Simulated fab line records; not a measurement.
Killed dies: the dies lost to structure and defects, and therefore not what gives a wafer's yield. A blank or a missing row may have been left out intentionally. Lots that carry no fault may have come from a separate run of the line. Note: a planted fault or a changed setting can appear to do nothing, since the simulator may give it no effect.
Which tool did it? :: flow nand_harc :: Sampling: 13 lots, 36 wafers, 5 of 1159 route steps

== WHAT THE GAUGES SHOWED, per wafer ==
NHARC_END_SORT_01. Usual: defect_limited_yield 95.7 %, standard deviation 1.5; killed_at_array 25, standard deviation 9.8; killed_at_other 0.8, standard deviation 1.1; killed_at_periphery 3.3, standard deviation 2.1; killed_dies 29, standard deviation 10; killed_open 3.3, standard deviation 1.8; killed_short 1.9, standard deviation 1.4; sort_bin_2_pct 1.3 %, standard deviation 0.6; sort_bin_3_pct 0.25 %, standard deviation 0.23; sort_bin_4_pct 2.8 %, standard deviation 0.97; sort_n_pass 648, standard deviation 10; sort_rim_yield_pct 95 %, standard deviation 3.2; sort_yield_pct 95.7 %, standard deviation 1.5.
lot: L449
measured: day 19 23:31
on: prober-01
defect_limited_yield (%): 95.6 95.1 95.7
killed_at_array: 24 29 25
killed_at_other: 1 2 1
killed_at_periphery: 5 2 3
killed_dies: 30 33 29
killed_open: 3 1 1
killed_short: 0 2 1
sort_bin_2_pct (%): 1.3 1.5 1.6
sort_bin_3_pct (%): 0 0.44 0.15
sort_bin_4_pct (%): 3.1 3.0 2.5
sort_n_pass: 647 644 648
sort_rim_yield_pct (%): 97 94 93
sort_yield_pct (%): 95.6 95.1 95.7
flag: 

lot: L445
measured: day 20 03:16
on: prober-02
defect_limited_yield (%): 96.8 96.9 96.9
killed_at_array: 19 20 19
killed_at_other: 1 0 0
killed_at_periphery: 2 1 2
killed_dies: 22 21 21
killed_open: 1 2 2
killed_short: 3 1 1
sort_bin_2_pct (%): 0.4 0.9 0.9
sort_bin_3_pct (%): 0.30 0 0.15
sort_bin_4_pct (%): 2.5 2.2 2.1
sort_n_pass: 655 656 656
sort_rim_yield_pct (%): 94 95 98
sort_yield_pct (%): 96.8 96.9 96.9
flag: 

lot: L446
measured: day 20 10:17
on: prober-02
defect_limited_yield (%): 97.9 97.8 98.8
killed_at_array: 11 11 7
killed_at_other: 1 2 0
killed_at_periphery: 2 2 1
killed_dies: 14 15 8
killed_open: 3 1 3
killed_short: 2 4 1
sort_bin_2_pct (%): 0.9 0.7 0.3
sort_bin_3_pct (%): 0 0 0
sort_bin_4_pct (%): 1.2 1.5 0.9
sort_n_pass: 663 662 669
sort_rim_yield_pct (%): 98 97 99
sort_yield_pct (%): 97.9 97.8 98.8
flag: 

lot: L450
measured: day 20 19:42
on: prober-01
defect_limited_yield (%): 93.5 94.2
killed_at_array: 40 32
killed_at_other: 2 1
killed_at_periphery: 2 6
killed_dies: 44 39
killed_open: 3 5
killed_short: 2 2
sort_bin_2_pct (%): 1.8 1.9
sort_bin_3_pct (%): 0.89 0.30
sort_bin_4_pct (%): 3.8 3.5
sort_n_pass: 633 638
sort_rim_yield_pct (%): 88 92
sort_yield_pct (%): 93.5 94.2
flag: 

lot: L448
measured: day 21 00:17
on: prober-02
defect_limited_yield (%): 97.8 97.9
killed_at_array: 11 12
killed_at_other: 0 0
killed_at_periphery: 4 2
killed_dies: 15 14
killed_open: 3 2
killed_short: 5 1
sort_bin_2_pct (%): 0.6 0.6
sort_bin_3_pct (%): 0 0
sort_bin_4_pct (%): 1.6 1.5
sort_n_pass: 662 663
sort_rim_yield_pct (%): 97 99
sort_yield_pct (%): 97.8 97.9
flag: 

lot: L452
measured: day 21 04:20
on: prober-01
defect_limited_yield (%): 97.0 96.3
killed_at_array: 16 20
killed_at_other: 1 0
killed_at_periphery: 3 5
killed_dies: 20 25
killed_open: 1 3
killed_short: 2 6
sort_bin_2_pct (%): 0.3 1.2
sort_bin_3_pct (%): 0.15 0.30
sort_bin_4_pct (%): 2.5 2.2
sort_n_pass: 657 652
sort_rim_yield_pct (%): 94 93
sort_yield_pct (%): 97.0 96.3
flag: 

lot: L457
measured: day 23 20:12
on: prober-01
defect_limited_yield (%): 97.0 97.3 97.8
killed_at_array: 14 14 13
killed_at_other: 1 0 0
killed_at_periphery: 5 4 2
killed_dies: 20 18 15
killed_open: 6 5 4
killed_short: 2 3 2
sort_bin_2_pct (%): 0.4 0.7 0.7
sort_bin_3_pct (%): 0.15 0.30 0
sort_bin_4_pct (%): 2.4 1.6 1.5
sort_n_pass: 657 659 662
sort_rim_yield_pct (%): 99 96 100
sort_yield_pct (%): 97.0 97.3 97.8
flag: 

lot: L461
measured: day 23 21:04
on: prober-02
defect_limited_yield (%): 93.1 93.5 94.5
killed_at_array: 40 39 36
killed_at_other: 0 0 0
killed_at_periphery: 7 5 1
killed_dies: 47 44 37
killed_open: 3 3 3
killed_short: 4 4 1
sort_bin_2_pct (%): 2.4 2.4 2.2
sort_bin_3_pct (%): 0.15 0.44 0.30
sort_bin_4_pct (%): 4.4 3.7 3.0
sort_n_pass: 630 633 640
sort_rim_yield_pct (%): 87 86 94
sort_yield_pct (%): 93.1 93.5 94.5
flag: 

lot: L462
measured: day 24 12:32
on: prober-01
defect_limited_yield (%): 96.5 97.0 96.8
killed_at_array: 17 19 18
killed_at_other: 2 1 1
killed_at_periphery: 5 0 3
killed_dies: 24 20 22
killed_open: 5 2 4
killed_short: 1 2 1
sort_bin_2_pct (%): 0.3 0.4 1.2
sort_bin_3_pct (%): 0.44 0 0.15
sort_bin_4_pct (%): 2.8 2.5 1.9
sort_n_pass: 653 657 655
sort_rim_yield_pct (%): 97 97 98
sort_yield_pct (%): 96.5 97.0 96.8
flag: 

lot: L466
measured: day 24 04:49
on: prober-02
defect_limited_yield (%): 94.8 96.3 96.0
killed_at_array: 29 23 23
killed_at_other: 0 0 2
killed_at_periphery: 6 2 2
killed_dies: 35 25 27
killed_open: 4 1 2
killed_short: 2 3 0
sort_bin_2_pct (%): 1.2 1.0 1.0
sort_bin_3_pct (%): 0.44 0.74 0.15
sort_bin_4_pct (%): 3.5 1.9 2.8
sort_n_pass: 642 652 650
sort_rim_yield_pct (%): 90 93 98
sort_yield_pct (%): 94.8 96.3 96.0
flag: 

lot: L463
measured: day 24 14:02
on: prober-02
defect_limited_yield (%): 93.2 93.4 95.0
killed_at_array: 43 42 34
killed_at_other: 1 0 0
killed_at_periphery: 2 3 0
killed_dies: 46 45 34
killed_open: 5 5 0
killed_short: 0 1 0
sort_bin_2_pct (%): 2.1 1.9 1.5
sort_bin_3_pct (%): 0.74 0.30 0.44
sort_bin_4_pct (%): 4.0 4.4 3.1
sort_n_pass: 631 632 643
sort_rim_yield_pct (%): 96 90 92
sort_yield_pct (%): 93.2 93.4 95.0
flag: 

lot: L465
measured: day 24 21:03
on: prober-02
defect_limited_yield (%): 93.1 92.9 93.9
killed_at_array: 41 39 35
killed_at_other: 0 0 0
killed_at_periphery: 6 9 6
killed_dies: 47 48 41
killed_open: 3 4 3
killed_short: 2 1 0
sort_bin_2_pct (%): 2.2 2.5 1.8
sort_bin_3_pct (%): 1.18 0.30 0.44
sort_bin_4_pct (%): 3.5 4.3 3.8
sort_n_pass: 630 629 636
sort_rim_yield_pct (%): 90 93 84
sort_yield_pct (%): 93.1 92.9 93.9
flag: 

lot: L467
measured: day 25 05:35
on: prober-02
defect_limited_yield (%): 96.8 95.0 95.0
killed_at_array: 22 31 33
killed_at_other: 0 0 0
killed_at_periphery: 0 3 1
killed_dies: 22 34 34
killed_open: 1 5 2
killed_short: 1 2 2
sort_bin_2_pct (%): 0.9 1.6 1.5
sort_bin_3_pct (%): 0.15 0.74 0.30
sort_bin_4_pct (%): 2.2 2.7 3.2
sort_n_pass: 655 643 643
sort_rim_yield_pct (%): 92 93 96
sort_yield_pct (%): 96.8 95.0 95.0
flag: 

== EACH LOT AND THE TOOL THAT RAN IT (in order: tool; ch and the chambers of the sampled wafers; start) ==
lot: L449
NHARC_THIN_TSV_DEGAS_49: pvd_sputter-02, day 19 04:29
NHARC_THIN_TSV_ANNEAL_52: rtp_anneal-02 ch 0, day 19 05:44
NHARC_THIN_TSV_ETCH_36: rie_metal-02 ch 0,1, day 19 08:05
NHARC_THIN_TSV_STRIP_56: plasma_asher-01 ch 0,1, day 19 08:12

lot: L445
NHARC_THIN_TSV_DEGAS_49: pvd_sputter-02, day 19 05:34
NHARC_THIN_TSV_ANNEAL_52: rtp_anneal-02 ch 0, day 19 06:55
NHARC_THIN_TSV_ETCH_36: rie_metal-01 ch 0,1, day 19 09:19
NHARC_THIN_TSV_STRIP_56: plasma_asher-01 ch 0,1, day 19 09:32

lot: L446
NHARC_THIN_TSV_DEGAS_49: pvd_sputter-01, day 19 08:04
NHARC_THIN_TSV_ANNEAL_52: rtp_anneal-02 ch 0, day 19 09:25
NHARC_THIN_TSV_ETCH_36: rie_metal-01 ch 0,1, day 19 11:42
NHARC_THIN_TSV_STRIP_56: plasma_asher-02 ch 0,1, day 19 11:55

lot: L450
NHARC_THIN_TSV_DEGAS_49: pvd_sputter-02, day 20 00:26
NHARC_THIN_TSV_ANNEAL_52: rtp_anneal-01 ch 0, day 20 01:39
NHARC_THIN_TSV_ETCH_36: rie_metal-01 ch 0, day 20 04:22
NHARC_THIN_TSV_STRIP_56: plasma_asher-02 ch 0,1, day 20 04:54

lot: L448
NHARC_THIN_TSV_DEGAS_49: pvd_sputter-02, day 20 01:32
NHARC_THIN_TSV_ANNEAL_52: rtp_anneal-02 ch 0, day 20 02:43
NHARC_THIN_TSV_ETCH_36: rie_metal-01 ch 0, day 20 05:44
NHARC_THIN_TSV_STRIP_56: plasma_asher-02 ch 0,1, day 20 05:56

lot: L452
NHARC_THIN_TSV_DEGAS_49: pvd_sputter-01, day 20 06:56
NHARC_THIN_TSV_ANNEAL_52: rtp_anneal-01 ch 0, day 20 08:11
NHARC_THIN_TSV_ETCH_36: rie_metal-01 ch 0,1, day 20 10:41
NHARC_THIN_TSV_STRIP_56: plasma_asher-01 ch 1, day 20 10:47

lot: L457
NHARC_THIN_TSV_DEGAS_49: pvd_sputter-01, day 23 01:35
NHARC_THIN_TSV_ANNEAL_52: rtp_anneal-02 ch 0, day 23 02:46
NHARC_THIN_TSV_ETCH_36: rie_metal-01 ch 0,1, day 23 05:16
NHARC_THIN_TSV_STRIP_56: plasma_asher-01 ch 0,1, day 23 05:22

lot: L461
NHARC_THIN_TSV_DEGAS_49: pvd_sputter-03, day 23 04:34
NHARC_THIN_TSV_ANNEAL_52: rtp_anneal-01 ch 0, day 23 05:47
NHARC_THIN_TSV_ETCH_36: rie_metal-03 ch 0, day 23 08:22
NHARC_THIN_TSV_STRIP_56: plasma_asher-02 ch 0, day 23 08:31

lot: L462
NHARC_THIN_TSV_DEGAS_49: pvd_sputter-01, day 23 15:37
NHARC_THIN_TSV_ANNEAL_52: rtp_anneal-01 ch 0, day 23 16:56
NHARC_THIN_TSV_ETCH_36: rie_metal-03 ch 0,1, day 23 19:22
NHARC_THIN_TSV_STRIP_56: plasma_asher-01 ch 0,1, day 23 19:38

lot: L466
NHARC_THIN_TSV_DEGAS_49: pvd_sputter-02, day 23 17:00
NHARC_THIN_TSV_ANNEAL_52: rtp_anneal-01 ch 0, day 23 18:13
NHARC_THIN_TSV_ETCH_36: rie_metal-01 ch 0,1, day 23 20:32
NHARC_THIN_TSV_STRIP_56: plasma_asher-02 ch 0,1, day 23 20:41

lot: L463
NHARC_THIN_TSV_DEGAS_49: pvd_sputter-03, day 24 00:23
NHARC_THIN_TSV_ANNEAL_52: rtp_anneal-02 ch 0, day 24 01:37
NHARC_THIN_TSV_ETCH_36: rie_metal-02 ch 1, day 24 04:03
NHARC_THIN_TSV_STRIP_56: plasma_asher-01 ch 0,1, day 24 04:09

lot: L465
NHARC_THIN_TSV_DEGAS_49: pvd_sputter-01, day 24 02:44
NHARC_THIN_TSV_ANNEAL_52: rtp_anneal-02 ch 0, day 24 03:59
NHARC_THIN_TSV_ETCH_36: rie_metal-01 ch 0,1, day 24 06:23
NHARC_THIN_TSV_STRIP_56: plasma_asher-01 ch 0,1, day 24 06:29

lot: L467
NHARC_THIN_TSV_DEGAS_49: pvd_sputter-01, day 24 09:38
NHARC_THIN_TSV_ANNEAL_52: rtp_anneal-01 ch 0, day 24 10:52
NHARC_THIN_TSV_ETCH_36: rie_metal-01 ch 0, day 24 13:13
NHARC_THIN_TSV_STRIP_56: plasma_asher-01 ch 0,1, day 24 13:22
- NHARC_THIN_TSV_DEGAS_49: time 120 s.
- NHARC_THIN_TSV_ANNEAL_52: time 90 s.
- NHARC_THIN_TSV_ETCH_36: etches the open film in Cl2/BCl3, target depth 65 nm, time 18.571 s.
- NHARC_THIN_TSV_STRIP_56: strips in O2.

== AS READ BY THE TOOLS THEMSELVES (means over the sampled wafers that have a number; for cases with no such wafer, the mark the record gives instead) ==
NHARC_THIN_TSV_DEGAS_49. Usual: heater_power_w reads 474 W (standard deviation 68).
lot: L449
tool: pvd_sputter-02
heater_power_w (W): 522
flag: 

lot: L445
tool: pvd_sputter-02
heater_power_w (W): 479
flag: 

lot: L446
tool: pvd_sputter-01
heater_power_w (W): 504
flag: 

lot: L450
tool: pvd_sputter-02
heater_power_w (W): 469
flag: 

lot: L448
tool: pvd_sputter-02
heater_power_w (W): 504
flag: 

lot: L452
tool: pvd_sputter-01
heater_power_w (W): 459
flag: 

lot: L457
tool: pvd_sputter-01
heater_power_w (W): 405
flag: 

lot: L461
tool: pvd_sputter-03
heater_power_w (W): 499
flag: 

lot: L462
tool: pvd_sputter-01
heater_power_w (W): 453
flag: 

lot: L466
tool: pvd_sputter-02
heater_power_w (W): 452
flag: 

lot: L463
tool: pvd_sputter-03
heater_power_w (W): 504
flag: 

lot: L465
tool: pvd_sputter-01
heater_power_w (W): 422
flag: 

lot: L467
tool: pvd_sputter-01
heater_power_w (W): 465
flag: 

NHARC_THIN_TSV_ANNEAL_52. Usual: wafer_temp_C_max reads 226.4 (standard deviation 0.45).
lot: L449
tool: rtp_anneal-02
wafer_temp_C_max: 226.8
flag: 

lot: L445
tool: rtp_anneal-02
wafer_temp_C_max: 226.7
flag: 

lot: L446
tool: rtp_anneal-02
wafer_temp_C_max: 226.9
flag: 

lot: L450
tool: rtp_anneal-01
wafer_temp_C_max: 226.1
flag: 

lot: L448
tool: rtp_anneal-02
wafer_temp_C_max: 226.8
flag: 

lot: L452
tool: rtp_anneal-01
wafer_temp_C_max: 225.9
flag: 

lot: L457
tool: rtp_anneal-02
wafer_temp_C_max: 226.8
flag: 

lot: L461
tool: rtp_anneal-01
wafer_temp_C_max: 226.0
flag: 

lot: L462
tool: rtp_anneal-01
wafer_temp_C_max: 226.0
flag: 

lot: L466
tool: rtp_anneal-01
wafer_temp_C_max: 226.0
flag: 

lot: L463
tool: rtp_anneal-02
wafer_temp_C_max: 226.8
flag: 

lot: L465
tool: rtp_anneal-02
wafer_temp_C_max: 226.8
flag: 

lot: L467
tool: rtp_anneal-01
wafer_temp_C_max: 225.9
flag: 

NHARC_THIN_TSV_ETCH_36. Usual: drypump_motor_current_A 5.9 A, standard deviation 0.45; oes_product_au 1.003 a.u., standard deviation 0.0072.
lot: L449
tool: rie_metal-02
drypump_motor_current_A (A): 5.4
oes_product_au (a.u.): 1.001
flag: 

lot: L445
tool: rie_metal-01
drypump_motor_current_A (A): 5.8
oes_product_au (a.u.): 1.012
flag: 

lot: L446
tool: rie_metal-01
drypump_motor_current_A (A): 5.8
oes_product_au (a.u.): 1.004
flag: 

lot: L450
tool: rie_metal-01
drypump_motor_current_A (A): 5.7
oes_product_au (a.u.): 0.847
flag: OFF

lot: L448
tool: rie_metal-01
drypump_motor_current_A (A): 5.7
oes_product_au (a.u.): 0.927
flag: OFF

lot: L452
tool: rie_metal-01
drypump_motor_current_A (A): 5.8
oes_product_au (a.u.): 0.930
flag: OFF

lot: L457
tool: rie_metal-01
drypump_motor_current_A (A): 5.8
oes_product_au (a.u.): 1.004
flag: 

lot: L461
tool: rie_metal-03
drypump_motor_current_A (A): 6.0
oes_product_au (a.u.): 1.002
flag: 

lot: L462
tool: rie_metal-03
drypump_motor_current_A (A): 6.3
oes_product_au (a.u.): 1.003
flag: 

lot: L466
tool: rie_metal-01
drypump_motor_current_A (A): 5.8
oes_product_au (a.u.): 0.992
flag: 

lot: L463
tool: rie_metal-02
drypump_motor_current_A (A): 5.4
oes_product_au (a.u.): 0.996
flag: 

lot: L465
tool: rie_metal-01
drypump_motor_current_A (A): 5.8
oes_product_au (a.u.): 1.001
flag: 

lot: L467
tool: rie_metal-01
drypump_motor_current_A (A): 5.7
oes_product_au (a.u.): 1.001
flag: 

NHARC_THIN_TSV_STRIP_56. Usual: drypump_motor_current_A 6.1 A, standard deviation 0.31; heater_power_w 318 W, standard deviation 17.
lot: L449
tool: plasma_asher-01
drypump_motor_current_A (A): 5.8
heater_power_w (W): 317
flag: 

lot: L445
tool: plasma_asher-01
drypump_motor_current_A (A): 5.8
heater_power_w (W): 317
flag: 

lot: L446
tool: plasma_asher-02
drypump_motor_current_A (A): 6.4
heater_power_w (W): 302
flag: 

lot: L450
tool: plasma_asher-02
drypump_motor_current_A (A): 6.3
heater_power_w (W): 306
flag: 

lot: L448
tool: plasma_asher-02
drypump_motor_current_A (A): 6.3
heater_power_w (W): 306
flag: 

lot: L452
tool: plasma_asher-01
drypump_motor_current_A (A): 5.8
heater_power_w (W): 320
flag: 

lot: L457
tool: plasma_asher-01
drypump_motor_current_A (A): 5.9
heater_power_w (W): 336
flag: 

lot: L461
tool: plasma_asher-02
drypump_motor_current_A (A): 6.0
heater_power_w (W): 310
flag: 

lot: L462
tool: plasma_asher-01
drypump_motor_current_A (A): 5.8
heater_power_w (W): 328
flag: 

lot: L466
tool: plasma_asher-02
drypump_motor_current_A (A): 6.2
heater_power_w (W): 301
flag: 

lot: L463
tool: plasma_asher-01
drypump_motor_current_A (A): 5.9
heater_power_w (W): 336
flag: 

lot: L465
tool: plasma_asher-01
drypump_motor_current_A (A): 5.8
heater_power_w (W): 332
flag: 

lot: L467
tool: plasma_asher-01
drypump_motor_current_A (A): 5.8
heater_power_w (W): 328
flag: 

== THE ANSWER, worked out from the rows above alone ==
Rule: a lot counts as off when the mean over its wafers that have a number is more than 3 standard deviations away from the usual mean. A lot without any number at a reading at which 4 lots or more have one is off too. All remaining lots with rows at the step are treated as sound. The gauges are gone through in route order, then the tools' own readings, and for those a lot's mean is taken as printed above. At the first step where some lot is off, the reading lying furthest off is the one used; lots without a number count as furthest.
Off, at NHARC_THIN_TSV_ETCH_36 on oes_product_au: L450, L448, L452.
A tool fits if, at that step or a process step before it, it ran every lot that is off, and no sound lot after the first of them. Of those tried, none fits.

== WHAT THE SIMULATOR PUT IN ==
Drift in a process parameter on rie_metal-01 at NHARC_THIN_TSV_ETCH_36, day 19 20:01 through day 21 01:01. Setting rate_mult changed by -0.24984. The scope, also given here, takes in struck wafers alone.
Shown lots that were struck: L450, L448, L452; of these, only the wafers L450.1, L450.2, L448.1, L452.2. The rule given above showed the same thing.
